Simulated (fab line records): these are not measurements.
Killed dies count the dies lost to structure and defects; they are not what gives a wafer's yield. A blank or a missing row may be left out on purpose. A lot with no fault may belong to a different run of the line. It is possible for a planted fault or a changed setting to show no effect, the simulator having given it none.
A lot that was struck, set against a sound lot	flow nandHarc	21 steps out of a route of 1302
Sound: the wafers L707.1, L707.3, L707.4. Struck: wafers L692.4, L692.5, L692.6. The cause comes at the end.
For every step that has rows: the tool of each side, followed by ch and its chambers, followed by its first start. Under that, the readings that differ: sound wafers	struck wafers	difference of the means	sigmas: that difference in standard deviations of wafers without a fault.
alike: words and numbers the same on both sides, and readings whose means are apart by under 2 such deviations; not compared: readings that were withheld, readings missing a value for some wafer, numbers with overlapping values and no deviation given by the record, and bounds like >300 which may hide the same value.
Wherever a step has rows on one side only, a row that says differs or no value, or a row with sigmas, the two part there. When numbers do not overlap yet have no deviation, they are printed without sigmas and do not part them. A reading missing from all wafers of one side parts the sides only when that side holds two or more wafers.

NHARC_A_ONON_D1_THK_MEAS_34: measures by ellipsometry.
  sound on filmMetro-02, day 15 09:44; struck on filmMetro-01, day 9 05:07
  alike: thkNm
NHARC_A_ONON_D1_INSPECT_32:
  sound on defectInspect-01, day 15 09:47; struck on defectInspect-01, day 9 05:11
  alike: rawDefectCount
NHARC_A_CHANNEL_HOLE_D1_DEP_00: deposits aC, target thk 3100 nm.
  sound on aclDep-02 ch 0, day 15 09:53; struck on aclDep-01 ch 0, day 9 12:23
  alike: throttleValvePct
NHARC_A_CHANNEL_HOLE_D1_DEP_01: deposits SiON, target thk 140 nm.
  sound on pecvd-01 ch 0,1,2, day 15 11:50; struck on pecvd-04 ch 0,1,2, day 9 13:26
  alike: heaterPowerW
then, 7 steps without rows for these wafers: NHARC_A_CHANNEL_HOLE_D1_DEHYDRATE_02 (time 120 s); NHARC_A_CHANNEL_HOLE_D1_HMDS_03 (time 30 s); NHARC_A_CHANNEL_HOLE_D1_COAT_36 (time 75 s); NHARC_A_CHANNEL_HOLE_D1_COAT_37 (time 65 s); NHARC_A_CHANNEL_HOLE_D1_COAT_04 (resist thk 90 nm); NHARC_A_CHANNEL_HOLE_D1_SOFTBAKE_05 (time 55 s); NHARC_A_CHANNEL_HOLE_D1_EBR_06.
NHARC_A_CHANNEL_HOLE_D1_EXPOSE_07: exposes mask HOLE D1, target cd 100 nm.
  sound on arfiScanner-02 ch 0, day 15 12:16; struck on arfiScanner-02 ch 0, day 9 13:56
  alike: mask, stageVelMmS
then, 2 steps without rows for these wafers: NHARC_A_CHANNEL_HOLE_D1_PEB_08 (peb time 65 s); NHARC_A_CHANNEL_HOLE_D1_DEVELOP_09 (develop time 35 s).
NHARC_A_CHANNEL_HOLE_D1_CD_MEAS_10 targets a cd of 100 nm.
  sound on cdSem-02 ch 0, day 15 12:25; struck on cdSem-03 ch 0, day 9 14:05
  alike: cdNm
NHARC_A_CHANNEL_HOLE_D1_OVL_MEAS_11:
  sound on overlay-02, day 15 12:30; struck on overlay-02, day 9 14:10
  alike: overlayXNm, overlayYNm
NHARC_A_CHANNEL_HOLE_D1_INSPECT_12:
  sound on defectInspect-02, day 15 12:32; struck on defectInspect-01, day 9 14:11
  alike: rawDefectCount
NHARC_A_CHANNEL_HOLE_D1_DESCUM_15: chemistry O2, time 3 s.
  sound on rieDiel-07 ch 0,1,3, day 15 12:35; struck on rieDiel-03 ch 1,2,3, day 9 14:16
  alike: drypumpMotorCurrentA, oesProductAu, rfVppV, showerheadPlenumPTorr, throttleValvePct
  not compared: rfHoursCounterH, model.A_CHANNEL_HOLE_D1.cdNm
NHARC_A_CHANNEL_HOLE_D1_ETCH_38: etches the open film in CF4, target depth 39 nm, time 65 s.
  sound on rieDiel-07 ch 0,1,3, day 15 12:41; struck on rieDiel-03 ch 0,1,2, day 9 14:22
  alike: drypumpMotorCurrentA, oesProductAu, rfVppV, showerheadPlenumPTorr, throttleValvePct
  not compared: rfHoursCounterH, model.A_CHANNEL_HOLE_D1.cdNm
NHARC_A_CHANNEL_HOLE_D1_ETCH_39: etches the open film in N2/H2, target depth 260 nm, time 325 s.
  sound: rieDiel-07 ch 0,1,2; struck: rieDiel-03 ch 1,2,3
  alike: drypumpMotorCurrentA, oesProductAu, rfVppV, showerheadPlenumPTorr, throttleValvePct
  not compared: rfHoursCounterH
NHARC_END_SORT_01:
  the record has rows for the sound wafers here (prober-01 ch 0, day 31 19:46) and none for the struck ones

== WHERE THEY PART ==
Only at NHARC_END_SORT_01, as far as this record shows.

WHY: what the simulator had put in
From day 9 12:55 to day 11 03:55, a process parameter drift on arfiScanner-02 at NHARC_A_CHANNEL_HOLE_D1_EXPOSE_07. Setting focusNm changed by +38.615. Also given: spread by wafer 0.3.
